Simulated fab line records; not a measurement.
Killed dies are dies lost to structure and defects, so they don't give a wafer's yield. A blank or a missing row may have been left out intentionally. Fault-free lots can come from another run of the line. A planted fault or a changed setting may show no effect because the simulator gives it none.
What tool caused it? | flow n5_finfet | 24 lots with 72 wafers sampled at 6 steps, on a route of 1938 steps

## WHAT THE GAUGES SHOWED, per wafer
The record lacks any reading of a measuring or inspecting step that a usual standard deviation could be used to judge.

## WHICH TOOL RAN EACH LOT (tool, then ch and the chambers of the sampled wafers, then the start)
lot  | N5_FIN_SAQP_HM_OPEN_73            | N5_FIN_SAQP_SPACER1_ALD_24       | N5_FIN_CUT_ETCH_30                | N5_FIN_CUT_PRECLEAN_35            | N5_STI_FIN_REVEAL_ALD_00         | N5_STI_FIN_REVEAL_OXIDATION_31
L074 | rie_diel-04 ch 0,1,2, day 1 21:35 | ald_sin-03 ch 0,1,2, day 1 22:50 | rie_diel-01 ch 0,1,2, day 2 03:06 | vapor_etch-02 ch 0,1, day 2 03:37 | ald_sin-04 ch 1,2,3, day 2 04:03 | plasma_asher-01 ch 0,1, day 2 12:16
L075 | rie_diel-02 ch 0,1, day 2 05:15   | ald_sin-03 ch 0,1,2, day 2 06:08 | rie_diel-01 ch 0,1,3, day 2 09:48 | vapor_etch-01 ch 0,1, day 2 10:38 | ald_sin-04 ch 1,2,3, day 2 11:06 | plasma_asher-01 ch 0, day 2 19:50
L076 | rie_diel-04 ch 1,2, day 2 11:01   | ald_sin-03 ch 0,3, day 2 11:56   | rie_diel-06 ch 1,2, day 2 15:28   | vapor_etch-02 ch 0,1, day 2 15:59 | ald_sin-02 ch 0,1,3, day 2 16:23 | plasma_asher-02 ch 0,1, day 3 00:25
L077 | rie_diel-02 ch 1,2,3, day 2 16:30 | ald_sin-03 ch 2,3, day 2 17:23   | rie_diel-05 ch 1,2,3, day 2 21:20 | vapor_etch-02 ch 0,1, day 2 21:50 | ald_sin-04 ch 0,1,2, day 2 22:15 | plasma_asher-01 ch 0,1, day 3 06:52
L078 | rie_diel-04 ch 0,1, day 2 23:04   | ald_sin-03 ch 1,2,3, day 3 00:22 | rie_diel-06 ch 0,1, day 3 04:07   | vapor_etch-01 ch 0,1, day 3 04:38 | ald_sin-02 ch 0,1,2, day 3 05:07 | plasma_asher-01 ch 0,1, day 3 13:17
L079 | rie_diel-02 ch 0,3, day 3 06:15   | ald_sin-03 ch 0,1,2, day 3 08:31 | rie_diel-01 ch 0,3, day 3 12:20   | vapor_etch-02 ch 0,1, day 3 12:51 | ald_sin-04 ch 1,2, day 3 13:17   | plasma_asher-02 ch 0, day 3 21:19
L080 | rie_diel-02 ch 0,3, day 3 10:49   | ald_sin-02 ch 0,2,3, day 3 14:39 | rie_diel-06 ch 2,3, day 3 17:49   | vapor_etch-02 ch 0,1, day 3 18:20 | ald_sin-04 ch 1,2, day 3 18:43   | plasma_asher-02 ch 0,1, day 4 03:23
L081 | rie_diel-03 ch 1,3, day 3 17:28   | ald_sin-03 ch 0,2,3, day 3 18:21 | rie_diel-06 ch 1,2, day 3 23:37   | vapor_etch-02 ch 0,1, day 4 00:09 | ald_sin-01 ch 1,2, day 4 00:35   | plasma_asher-01 ch 0,1, day 4 09:19
L082 | rie_diel-02 ch 0,1,3, day 3 23:26 | ald_sin-02 ch 1,2,3, day 4 00:20 | rie_diel-06 ch 0,2,3, day 4 04:08 | vapor_etch-02 ch 0,1, day 4 04:41 | ald_sin-01 ch 0,1,3, day 4 05:11 | plasma_asher-02 ch 0,1, day 4 13:19
L083 | rie_diel-02 ch 1,2,3, day 4 03:49 | ald_sin-02 ch 0,2,3, day 4 04:43 | rie_diel-06 ch 0,1,2, day 4 09:16 | vapor_etch-02 ch 0,1, day 4 09:47 | ald_sin-01 ch 0,1,3, day 4 11:10 | plasma_asher-02 ch 0,1, day 4 19:18
L084 | rie_diel-04 ch 1,2,3, day 4 11:22 | ald_sin-02 ch 0,2, day 4 12:33   | rie_diel-06 ch 2,3, day 4 17:18   | vapor_etch-02 ch 0,1, day 4 17:50 | ald_sin-04 ch 0,1, day 4 18:14   | plasma_asher-01 ch 0,1, day 5 02:17
L085 | rie_diel-03 ch 0,1, day 4 16:55   | ald_sin-02 ch 0,3, day 4 17:51   | rie_diel-05 ch 2,3, day 4 21:43   | vapor_etch-01 ch 0,1, day 4 22:14 | ald_sin-04 ch 0,1, day 4 23:40   | plasma_asher-02 ch 0,1, day 5 07:41
L086 | rie_diel-04 ch 0,2,3, day 4 22:15 | ald_sin-02 ch 0,2,3, day 5 00:23 | rie_diel-06 ch 0,1,3, day 5 05:05 | vapor_etch-02 ch 0,1, day 5 05:37 | ald_sin-02 ch 0,1,2, day 5 06:01 | plasma_asher-02 ch 0,1, day 5 14:17
L087 | rie_diel-02 ch 0,1, day 5 05:19   | ald_sin-02 ch 1,2,3, day 5 06:17 | rie_diel-06 ch 0,2,3, day 5 10:13 | vapor_etch-01 ch 0,1, day 5 10:44 | ald_sin-01 ch 0,3, day 5 11:08   | plasma_asher-02 ch 0,1, day 5 19:23
L088 | rie_diel-04 ch 1,2, day 5 10:44   | ald_sin-01 ch 0,2,3, day 5 11:45 | rie_diel-01 ch 0,1,3, day 5 15:29 | vapor_etch-02 ch 0,1, day 5 16:00 | ald_sin-04 ch 0,2, day 5 17:04   | plasma_asher-02 ch 0,1, day 6 01:08
L089 | rie_diel-04 ch 1,2,3, day 5 16:20 | ald_sin-02 ch 0,1,3, day 5 18:26 | rie_diel-06 ch 1,2,3, day 5 22:40 | vapor_etch-01 ch 1, day 5 23:11   | ald_sin-01 ch 0,1,3, day 5 23:39 | plasma_asher-01 ch 0,1, day 6 07:46
L090 | rie_diel-03 ch 1,2,3, day 5 21:57 | ald_sin-02 ch 0,1,3, day 5 22:50 | rie_diel-06 ch 1,2,3, day 6 02:55 | vapor_etch-01 ch 0,1, day 6 03:26 | ald_sin-01 ch 0,1,3, day 6 03:50 | plasma_asher-02 ch 0,1, day 6 11:59
L091 | rie_diel-04 ch 0,1, day 6 04:02   | ald_sin-02 ch 0,1,3, day 6 04:55 | rie_diel-06 ch 1,3, day 6 08:59   | vapor_etch-01 ch 0,1, day 6 09:30 | ald_sin-02 ch 0,1,2, day 6 10:08 | plasma_asher-02 ch 0,1, day 6 18:21
L092 | rie_diel-03 ch 0,2,3, day 6 09:59 | ald_sin-02 ch 1,2, day 6 10:51   | rie_diel-05 ch 0,1,3, day 6 14:24 | vapor_etch-02 ch 0,1, day 6 14:56 | ald_sin-01 ch 1,2, day 6 15:23   | plasma_asher-01 ch 0,1, day 6 23:51
L093 | rie_diel-02 ch 1,2, day 6 15:29   | ald_sin-02 ch 2,3, day 6 16:32   | rie_diel-05 ch 0,2,3, day 6 20:28 | vapor_etch-01 ch 0,1, day 6 20:59 | ald_sin-02 ch 0,1, day 6 22:22   | plasma_asher-01 ch 0,1, day 7 06:25
L094 | rie_diel-04 ch 0,1,3, day 6 22:02 | ald_sin-03 ch 1,2, day 6 23:34   | rie_diel-06 ch 2,3, day 7 03:45   | vapor_etch-01 ch 0,1, day 7 04:22 | ald_sin-04 ch 0,3, day 7 04:44   | plasma_asher-01 ch 0,1, day 7 13:13
L095 | rie_diel-04 ch 0,1, day 7 03:25   | ald_sin-03 ch 1,2,3, day 7 04:28 | rie_diel-05 ch 0,1,2, day 7 08:41 | vapor_etch-01 ch 0,1, day 7 09:13 | ald_sin-02 ch 0,2,3, day 7 09:37 | plasma_asher-02 ch 1, day 7 17:43
L096 | rie_diel-02 ch 0,2,3, day 7 10:38 | ald_sin-02 ch 2,3, day 7 11:42   | rie_diel-01 ch 1,2, day 7 15:20   | vapor_etch-02 ch 0,1, day 7 15:50 | ald_sin-04 ch 0,2, day 7 16:30   | plasma_asher-02 ch 0,1, day 8 01:13
L097 | rie_diel-03 ch 1,2,3, day 7 16:44 | ald_sin-02 ch 0,1,3, day 7 17:39 | rie_diel-05 ch 0,1,3, day 7 21:35 | vapor_etch-01 ch 0,1, day 7 22:06 | ald_sin-01 ch 0,1,2, day 7 22:31 | plasma_asher-02 ch 0,1, day 8 06:41
- N5_FIN_SAQP_HM_OPEN_73: chemistry CHF3/O2, target SiO2, stops on a-Si, target depth 12 nm, time 16.8 s.
- N5_FIN_SAQP_SPACER1_ALD_24: deposits SiO2, target thk 20.3 nm, pulse time 1 s, purge time 2 s.
- N5_FIN_CUT_ETCH_30: etches underlayer in N2/H2, target depth 13 nm, time 10.4 s.
- N5_FIN_CUT_PRECLEAN_35: cleans in vHF, time 13.3 s.
- N5_STI_FIN_REVEAL_ALD_00: deposits SiO2, target thk 1 nm, pulse time 1 s.
- N5_STI_FIN_REVEAL_OXIDATION_31: chemistry O2 PLASMA REMOTE, time 20 s.

## WHAT THE TOOLS THEMSELVES READ (means of the sampled wafers that have a number; where no wafer has one, the mark that the record gives instead)
N5_FIN_SAQP_HM_OPEN_73. Usual: drypump_motor_current_A 5.6 A, standard deviation 0.52; oes_product_au 0.45 a.u., standard deviation 0.044; rf_vpp_V 529 V, standard deviation 8.6; showerhead_plenum_p_Torr 2.39 Torr, standard deviation 0.069; throttle_valve_pct 18.87 %, standard deviation 0.25.
lot  | tool        | drypump_motor_current_A (A) | oes_product_au (a.u.) | rf_vpp_V (V) | showerhead_plenum_p_Torr (Torr) | throttle_valve_pct (%) | flag
L074 | rie_diel-04 | 5.4                         | 0.45                  | 532          | 2.42                            | 18.97                  |
L075 | rie_diel-02 | 6.0                         | 0.44                  | 525          | 2.36                            | 18.77                  |
L076 | rie_diel-04 | 5.7                         | 0.45                  | 534          | 2.47                            | 19.06                  |
L077 | rie_diel-02 | 5.6                         | 0.47                  | 523          | 2.34                            | 18.66                  |
L078 | rie_diel-04 | 5.7                         | 0.45                  | 538          | 2.47                            | 19.08                  |
L079 | rie_diel-02 | 5.2                         | 0.43                  | 526          | 2.31                            | 19.20                  |
L080 | rie_diel-02 | 5.2                         | 0.44                  | 526          | 2.31                            | 19.20                  |
L081 | rie_diel-03 | 5.3                         | 0.51                  | 534          | 2.41                            | 18.57                  |
L082 | rie_diel-02 | 5.6                         | 0.43                  | 526          | 2.32                            | 18.94                  |
L083 | rie_diel-02 | 5.6                         | 0.46                  | 522          | 2.33                            | 18.69                  |
L084 | rie_diel-04 | 5.7                         | 0.43                  | 529          | 2.42                            | 18.96                  |
L085 | rie_diel-03 | 5.8                         | 0.56                  | 540          | 2.36                            | 18.83                  |
L086 | rie_diel-04 | 5.4                         | 0.43                  | 526          | 2.37                            | 18.89                  |
L087 | rie_diel-02 | 6.0                         | 0.43                  | 524          | 2.35                            | 18.80                  |
L088 | rie_diel-04 | 5.4                         | 0.43                  | 529          | 2.42                            | 19.01                  |
L089 | rie_diel-04 | 5.7                         | 0.43                  | 529          | 2.42                            | 18.98                  |
L090 | rie_diel-03 | 5.4                         | 0.47                  | 535          | 2.42                            | 18.70                  |
L091 | rie_diel-04 | 5.7                         | 0.44                  | 537          | 2.46                            | 19.11                  |
L092 | rie_diel-03 | 5.7                         | 0.49                  | 536          | 2.42                            | 18.87                  |
L093 | rie_diel-02 | 5.6                         | 0.48                  | 519          | 2.35                            | 18.57                  |
L094 | rie_diel-04 | 5.7                         | 0.42                  | 532          | 2.41                            | 19.01                  |
L095 | rie_diel-04 | 5.7                         | 0.44                  | 536          | 2.45                            | 19.13                  |
L096 | rie_diel-02 | 5.2                         | 0.50                  | 525          | 2.40                            | 18.86                  |
L097 | rie_diel-03 | 5.5                         | 0.46                  | 536          | 2.41                            | 18.71                  |

N5_FIN_SAQP_SPACER1_ALD_24. Usual: heater_power_w 465 W, standard deviation 63; precursor_pulse_height_rel 1.001, standard deviation 0.021.
lot  | tool       | heater_power_w (W) | precursor_pulse_height_rel | flag
L074 | ald_sin-03 | 458                | 0.991                      |
L075 | ald_sin-03 | 464                | 0.998                      |
L076 | ald_sin-03 | 529                | 0.997                      |
L077 | ald_sin-03 | 542                | 1.004                      |
L078 | ald_sin-03 | 501                | 0.993                      |
L079 | ald_sin-03 | 457                | 1.007                      |
L080 | ald_sin-02 | 420                | 0.990                      |
L081 | ald_sin-03 | 505                | 1.000                      |
L082 | ald_sin-02 | 472                | 0.989                      |
L083 | ald_sin-02 | 431                | 0.978                      |
L084 | ald_sin-02 | 403                | 1.004                      |
L085 | ald_sin-02 | 439                | 0.986                      |
L086 | ald_sin-02 | 434                | 1.009                      |
L087 | ald_sin-02 | 470                | 0.988                      |
L088 | ald_sin-01 | 504                | 0.991                      |
L089 | ald_sin-02 | 457                | 0.985                      |
L090 | ald_sin-02 | 454                | 1.025                      |
L091 | ald_sin-02 | 454                | 0.996                      |
L092 | ald_sin-02 | 458                | 0.990                      |
L093 | ald_sin-02 | 431                | 0.994                      |
L094 | ald_sin-03 | 447                | 1.006                      |
L095 | ald_sin-03 | 493                | 0.992                      |
L096 | ald_sin-02 | 436                | 1.013                      |
L097 | ald_sin-02 | 461                | 1.003                      |

N5_FIN_CUT_ETCH_30. Usual: drypump_motor_current_A 5.59 A, standard deviation 0.28; etch_rf_on_time_s 10.45 s, standard deviation 0.27; oes_product_au 0.65 a.u., standard deviation 0.065; rf_vpp_V 524.8 V, standard deviation 1.8; showerhead_plenum_p_Torr 2.58 Torr, standard deviation 0.058; throttle_valve_pct 17.91 %, standard deviation 0.18.
lot  | tool        | drypump_motor_current_A (A) | etch_rf_on_time_s (s) | oes_product_au (a.u.) | rf_vpp_V (V) | showerhead_plenum_p_Torr (Torr) | throttle_valve_pct (%) | flag
L074 | rie_diel-01 | 5.77                        | 10.41                 | 0.61                  | 525.1        | 2.60                            | 18.16                  |
L075 | rie_diel-01 | 5.91                        | 10.40                 | 0.63                  | 524.9        | 2.64                            | 18.08                  |
L076 | rie_diel-06 | 5.37                        | 10.62                 | 0.60                  | 525.5        | 2.59                            | 17.84                  |
L077 | rie_diel-05 | 5.46                        | 10.22                 | 0.72                  | 525.4        | 2.57                            | 17.82                  |
L078 | rie_diel-06 | 5.64                        | 10.77                 | 0.62                  | 527.4        | 2.64                            | 17.87                  |
L079 | rie_diel-01 | 5.98                        | 10.58                 | 0.61                  | 526.2        | 2.64                            | 18.09                  |
L080 | rie_diel-06 | 5.38                        | 10.32                 | 0.72                  | 522.7        | 2.52                            | 17.89                  |
L081 | rie_diel-06 | 5.47                        | 10.65                 | 0.62                  | 525.2        | 2.57                            | 17.89                  |
L082 | rie_diel-06 | 5.59                        | 10.50                 | 0.68                  | 523.8        | 2.57                            | 17.92                  |
L083 | rie_diel-06 | 5.57                        | 10.62                 | 0.61                  | 524.6        | 2.60                            | 17.90                  |
L084 | rie_diel-06 | 5.36                        | 10.31                 | 0.71                  | 522.1        | 2.51                            | 17.93                  |
L085 | rie_diel-05 | 5.56                        | 10.27                 | 0.67                  | 524.1        | 2.54                            | 17.91                  |
L086 | rie_diel-06 | 5.45                        | 10.65                 | 0.65                  | 525.5        | 2.58                            | 17.88                  |
L087 | rie_diel-06 | 5.57                        | 10.58                 | 0.67                  | 524.6        | 2.56                            | 17.93                  |
L088 | rie_diel-01 | 5.95                        | 10.31                 | 0.62                  | 525.8        | 2.63                            | 18.11                  |
L089 | rie_diel-06 | 5.40                        | 10.46                 | 0.64                  | 523.1        | 2.54                            | 17.90                  |
L090 | rie_diel-06 | 5.39                        | 10.46                 | 0.64                  | 523.4        | 2.54                            | 17.90                  |
L091 | rie_diel-06 | 5.26                        | 10.27                 | 0.69                  | 523.5        | 2.53                            | 17.90                  |
L092 | rie_diel-05 | 5.62                        | 10.30                 | 0.66                  | 525.7        | 2.58                            | 17.80                  |
L093 | rie_diel-05 | 5.72                        | 10.36                 | 0.67                  | 525.2        | 2.58                            | 17.89                  |
L094 | rie_diel-06 | 5.40                        | 10.28                 | 0.70                  | 523.0        | 2.50                            | 17.95                  |
L095 | rie_diel-05 | 5.63                        | 10.23                 | 0.70                  | 525.2        | 2.61                            | 17.84                  |
L096 | rie_diel-01 | 5.73                        | 10.41                 | 0.60                  | 525.0        | 2.59                            | 18.22                  |
L097 | rie_diel-05 | 5.60                        | 10.16                 | 0.65                  | 524.9        | 2.58                            | 17.81                  |

N5_FIN_CUT_PRECLEAN_35. Usual: drypump_motor_current_A reads 5.7 A (standard deviation 0.74).
lot  | tool          | drypump_motor_current_A (A) | flag
L074 | vapor_etch-02 | 5.3                         |
L075 | vapor_etch-01 | 6.0                         |
L076 | vapor_etch-02 | 5.3                         |
L077 | vapor_etch-02 | 5.3                         |
L078 | vapor_etch-01 | 6.0                         |
L079 | vapor_etch-02 | 5.3                         |
L080 | vapor_etch-02 | 5.3                         |
L081 | vapor_etch-02 | 5.8                         |
L082 | vapor_etch-02 | 5.3                         |
L083 | vapor_etch-02 | 5.3                         |
L084 | vapor_etch-02 | 5.3                         |
L085 | vapor_etch-01 | 6.0                         |
L086 | vapor_etch-02 | 5.8                         |
L087 | vapor_etch-01 | 6.0                         |
L088 | vapor_etch-02 | 5.8                         |
L089 | vapor_etch-01 | 6.5                         |
L090 | vapor_etch-01 | 5.5                         |
L091 | vapor_etch-01 | 6.0                         |
L092 | vapor_etch-02 | 5.3                         |
L093 | vapor_etch-01 | 6.0                         |
L094 | vapor_etch-01 | 5.5                         |
L095 | vapor_etch-01 | 5.9                         |
L096 | vapor_etch-02 | 5.8                         |
L097 | vapor_etch-01 | 6.0                         |

N5_STI_FIN_REVEAL_ALD_00. Usual: heater_power_w 482 W, standard deviation 56; precursor_pulse_height_rel 0.998, standard deviation 0.021.
lot  | tool       | heater_power_w (W) | precursor_pulse_height_rel | flag
L074 | ald_sin-04 | 465                | 1.025                      |
L075 | ald_sin-04 | 471                | 0.997                      |
L076 | ald_sin-02 | 453                | 0.986                      |
L077 | ald_sin-04 | 492                | 0.977                      |
L078 | ald_sin-02 | 439                | 0.966                      |
L079 | ald_sin-04 | 501                | 0.988                      |
L080 | ald_sin-04 | 497                | 0.996                      |
L081 | ald_sin-01 | 563                | 1.001                      |
L082 | ald_sin-01 | 480                | 0.982                      |
L083 | ald_sin-01 | 498                | 1.000                      |
L084 | ald_sin-04 | 487                | 0.990                      |
L085 | ald_sin-04 | 487                | 1.003                      |
L086 | ald_sin-02 | 442                | 1.003                      |
L087 | ald_sin-01 | 462                | 0.999                      |
L088 | ald_sin-04 | 514                | 1.000                      |
L089 | ald_sin-01 | 480                | 1.022                      |
L090 | ald_sin-01 | 473                | 1.000                      |
L091 | ald_sin-02 | 449                | 0.989                      |
L092 | ald_sin-01 | 567                | 1.015                      |
L093 | ald_sin-02 | 433                | 1.004                      |
L094 | ald_sin-04 | 451                | 0.996                      |
L095 | ald_sin-02 | 424                | 0.977                      |
L096 | ald_sin-04 | 517                | 1.007                      |
L097 | ald_sin-01 | 523                | 0.999                      |

N5_STI_FIN_REVEAL_OXIDATION_31. Usual: drypump_motor_current_A 5.6 A, standard deviation 0.36; heater_power_w 161 W, standard deviation 8.9.
lot  | tool            | drypump_motor_current_A (A) | heater_power_w (W) | flag
L074 | plasma_asher-01 | 5.8                         | 170                |
L075 | plasma_asher-01 | 5.1                         | 153                |
L076 | plasma_asher-02 | 5.5                         | 158                |
L077 | plasma_asher-01 | 5.5                         | 162                |
L078 | plasma_asher-01 | 5.5                         | 161                |
L079 | plasma_asher-02 | 5.7                         | 163                |
L080 | plasma_asher-02 | 5.5                         | 157                |
L081 | plasma_asher-01 | 5.8                         | 168                |
L082 | plasma_asher-02 | 5.5                         | 160                |
L083 | plasma_asher-02 | 5.5                         | 159                |
L084 | plasma_asher-01 | 5.4                         | 161                |
L085 | plasma_asher-02 | 5.6                         | 161                |
L086 | plasma_asher-02 | 5.5                         | 158                |
L087 | plasma_asher-02 | 5.5                         | 159                |
L088 | plasma_asher-02 | 5.5                         | 159                |
L089 | plasma_asher-01 | 5.5                         | 160                |
L090 | plasma_asher-02 | 5.5                         | 160                |
L091 | plasma_asher-02 | 5.6                         | 163                |
L092 | plasma_asher-01 | 5.8                         | 166                |
L093 | plasma_asher-01 | 5.4                         | 164                |
L094 | plasma_asher-01 | 5.4                         | 162                |
L095 | plasma_asher-02 | 5.4                         | 156                |
L096 | plasma_asher-02 | 5.5                         | 157                |
L097 | plasma_asher-02 | 5.5                         | 158                |

## THE ANSWER, worked out from the rows above alone
Rule: a lot is off if the mean of its wafers that have a number lies more than 3 standard deviations from the usual mean. Also off: a lot with no number at a reading for which 4 or more lots have one. The other lots that the step has rows for count as sound. First the gauges in route order, then the tools' own readings, where a lot's mean is used as printed above. At the first step where some lot is off, the reading lying furthest off is the one used; lots without a number count as furthest.
Nothing can be told from this: no lot is off at any reading shown.

## WHAT WAS PUT IN BY THE SIMULATOR
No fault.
